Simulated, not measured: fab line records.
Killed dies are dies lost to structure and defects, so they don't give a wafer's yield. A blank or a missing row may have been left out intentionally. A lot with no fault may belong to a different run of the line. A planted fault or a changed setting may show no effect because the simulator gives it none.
The tool behind it: which one? | flow nand harc | 37 wafers from 13 lots sampled at 5 of the route's 1159 steps

WHAT THE GAUGES SHOWED, per wafer
NHARC_A_BONDPAD_CD_MEAS_09: target cd 500 nm.
lot  | measured     | on        | cd nm (nm)
L287 | day 18 07:30 | cd sem-01 | 500.5 501.2 501.3
L288 | day 18 09:40 | cd sem-02 | 501.2 502.4 500.6
L289 | day 18 13:06 | cd sem-01 | 499.9 498.2 501.0
L301 | day 21 19:12 | cd sem-02 | 500.7 502.5 501.3
L298 | day 22 09:29 | cd sem-02 | 499.3
L303 | day 22 09:59 | cd sem-01 | 499.7 499.9 498.9
L306 | day 22 12:49 | cd sem-03 | 502.5 500.7 499.0
L304 | day 22 17:41 | cd sem-02 | 501.0 500.8 500.6
L308 | day 22 19:39 | cd sem-01 | 500.5 499.0 500.1
L302 | day 23 06:02 | cd sem-02 | 499.5 499.6 499.3
L307 | day 23 08:47 | cd sem-02 | 502.7 501.6 502.7
L310 | day 23 13:59 | cd sem-03 | 499.1 498.4 498.7
L309 | day 23 14:20 | cd sem-02 | 502.9 500.6 499.9

NHARC_END_SORT_01.
lot  | measured     | on        | defect limited yield (%) | killed at array | killed at other | killed at periphery | killed dies | killed open | killed short | sort_bin_2_pct (%) | sort_bin_3_pct (%) | sort_bin_4_pct (%) | sort n pass | sort rim yield pct (%) | sort yield pct (%)
L301 | day 23 05:50 | prober-01 | 94.5 95.9 94.7           | 31 20 30        | 3 2 3           | 3 6 3               | 37 28 36    | 2 3 2       | 2 4 2        | 2.2 1.2 1.8        | 0.30 0.30 0.30     | 3.0 2.7 3.2        | 640 649 641 | 94 92 93               | 94.5 95.9 94.7
L298 | day 23 14:49 | prober-01 | 95.6                     | 24              | 1               | 5                   | 30          | 3           | 4            | 1.2                | 0.15               | 3.1                | 647         | 95                     | 95.6
L302 | day 24 19:32 | prober-01 | 96.9 95.3 95.6           | 19 28 26        | 2 1 0           | 0 3 4               | 21 32 30    | 2 1 5       | 3 3 4        | 0.9 1.5 1.5        | 0.15 0.30 0.30     | 2.1 3.0 2.7        | 656 645 647 | 93 94 92               | 96.9 95.3 95.6
L310 | day 25 11:10 | prober-01 | 96.3 98.2 96.3           | 23 12 23        | 0 0 0           | 2 0 2               | 25 12 25    | 2 0 3       | 1 0 3        | 1.5 0.4 1.2        | 0.30 0 0.30        | 1.9 1.3 2.2        | 652 665 652 | 93 98 96               | 96.3 98.2 96.3

EACH LOT AND THE TOOL THAT RAN IT (in order: tool; ch and the chambers of the sampled wafers; start)
lot  | NHARC_A_BONDPAD_CMP_29        | NHARC_THIN_TSV_DEGAS_53      | NHARC_THIN_TSV_ETCH_36
L287 | cmp-01 ch 0,3, day 18 06:40   | pvd sputter-03, day 19 07:36 | rie metal-01 ch 0,1, day 19 09:19
L288 | cmp-02 ch 0,2,3, day 18 09:01 | pvd sputter-03, day 19 10:09 | rie metal-01 ch 0,1, day 19 11:42
L289 | cmp-01 ch 0,1, day 18 12:25   | pvd sputter-03, day 19 11:12 | rie metal-03 ch 0,1, day 19 12:55
L301 | cmp-02 ch 1,2,3, day 21 18:26 | pvd sputter-02, day 22 17:21 | rie metal-02 ch 0,1, day 22 19:05
L298 | cmp-04 ch 2, day 22 08:42     | pvd sputter-01, day 23 04:46 | rie metal-02 ch 1, day 23 06:29
L303 | cmp-02 ch 0,1,2, day 22 09:17 | pvd sputter-03, day 23 06:33 | rie metal-03 ch 0, day 23 08:22
L306 | cmp-02 ch 0,1,3, day 22 11:59 | pvd sputter-01, day 23 07:46 | rie metal-03 ch 0,1, day 23 09:28
L304 | cmp-02 ch 1,2, day 22 16:53   | pvd sputter-03, day 23 17:42 | rie metal-03 ch 0,1, day 23 19:22
L308 | cmp-04 ch 0,1,2, day 22 18:50 | pvd sputter-02, day 23 18:58 | rie metal-01 ch 0,1, day 23 20:32
L302 | cmp-01 ch 1,2, day 23 05:13   | pvd sputter-03, day 24 03:45 | rie metal-03 ch 0,1, day 24 05:20
L307 | cmp-01 ch 0,2, day 23 07:58   | pvd sputter-01, day 24 04:49 | rie metal-01 ch 0,1, day 24 06:23
L310 | cmp-04 ch 0,2,3, day 23 13:11 | pvd sputter-03, day 24 10:19 | rie metal-03 ch 0,1, day 24 11:53
L309 | cmp-01 ch 0,1,3, day 23 13:32 | pvd sputter-02, day 24 11:38 | rie metal-01 ch 0, day 24 13:13
- NHARC_A_BONDPAD_CMP_29: polishes SiCN, target thk 200 nm.
- NHARC_THIN_TSV_DEGAS_53: time 60 s.
- NHARC_THIN_TSV_ETCH_36: etches the open film in Cl2/BCl3, target depth 65 nm, time 18.571 s.

AS READ BY THE TOOLS THEMSELVES (means over the sampled wafers that have a number; for cases with no such wafer, the mark the record gives instead)
NHARC_A_BONDPAD_CMP_29.
lot  | tool   | motor current A (A)
L287 | cmp-01 | 11.0
L288 | cmp-02 | 13.0
L289 | cmp-01 | 12.5
L301 | cmp-02 | 13.3
L298 | cmp-04 | 11.0
L303 | cmp-02 | 13.4
L306 | cmp-02 | 13.5
L304 | cmp-02 | 13.9
L308 | cmp-04 | 11.3
L302 | cmp-01 | 12.1
L307 | cmp-01 | 11.1
L310 | cmp-04 | 12.0
L309 | cmp-01 | 11.7

NHARC_THIN_TSV_DEGAS_53.
lot  | tool           | heater power w (W)
L287 | pvd sputter-03 | 471
L288 | pvd sputter-03 | 514
L289 | pvd sputter-03 | 425
L301 | pvd sputter-02 | 430
L298 | pvd sputter-01 | 466
L303 | pvd sputter-03 | 404
L306 | pvd sputter-01 | 412
L304 | pvd sputter-03 | 458
L308 | pvd sputter-02 | 485
L302 | pvd sputter-03 | 415
L307 | pvd sputter-01 | 450
L310 | pvd sputter-03 | 501
L309 | pvd sputter-02 | 433

NHARC_THIN_TSV_ETCH_36.
lot  | tool         | drypump motor current A (A) | oes product au (a.u.)
L287 | rie metal-01 | 5.8                         | 1.012
L288 | rie metal-01 | 5.8                         | 1.004
L289 | rie metal-03 | 6.5                         | 1.003
L301 | rie metal-02 | 5.4                         | 0.880
L298 | rie metal-02 | 5.4                         | 0.816
L303 | rie metal-03 | 6.0                         | 1.002
L306 | rie metal-03 | 6.6                         | 1.005
L304 | rie metal-03 | 6.3                         | 1.003
L308 | rie metal-01 | 5.8                         | 0.992
L302 | rie metal-03 | 6.3                         | 1.000
L307 | rie metal-01 | 5.8                         | 1.001
L310 | rie metal-03 | 6.5                         | 0.994
L309 | rie metal-01 | 5.7                         | 1.001

THE ANSWER, worked out from the rows above alone
Rule: the lots themselves supply what counts as usual. The widest of any qualifying gaps counts: lots, ordered by their means at a reading, are off when they make up no more than a third of the lots, leave a main group of 4 or more, and stand apart from it by 3 or more times the standard deviation of that group's means. A main group whose means are all the same, to the digits that the tables above print for the reading, isn't used. Also off: a lot with no number at a reading for which 4 or more lots have one. All remaining lots with rows at the step are treated as sound. The gauges are gone through in route order, then the tools' own readings, and for those a lot's mean is taken as printed above. At the first step where some lot is off, the reading lying furthest off is the one used; lots without a number count as furthest.
Off: L301, L298 (NHARC_THIN_TSV_ETCH_36, oes product au). The main group has a mean of 1.002 a.u. with a standard deviation of 0.0051.
A tool fits if, at that step or a process step before it, it ran every lot that is off, and no sound lot after the first of them. One candidate fits, namely rie metal-02 at NHARC_THIN_TSV_ETCH_36. It ran no sound lot before its first lot that is off in this sample, so the start can't be narrowed down.
The tool's own readings at NHARC_THIN_TSV_ETCH_36 bear it out: on the lots that are off they differ by more than 5 times the standard deviation of the sound lots' means. oes product au reads 0.848 a.u. there against 1.002 a.u. on the sound lots.

WHAT HAD BEEN PUT IN BY THE SIMULATOR
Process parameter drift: rie metal-02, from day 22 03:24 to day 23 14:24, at NHARC_THIN_TSV_ETCH_36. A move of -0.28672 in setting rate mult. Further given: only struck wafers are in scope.
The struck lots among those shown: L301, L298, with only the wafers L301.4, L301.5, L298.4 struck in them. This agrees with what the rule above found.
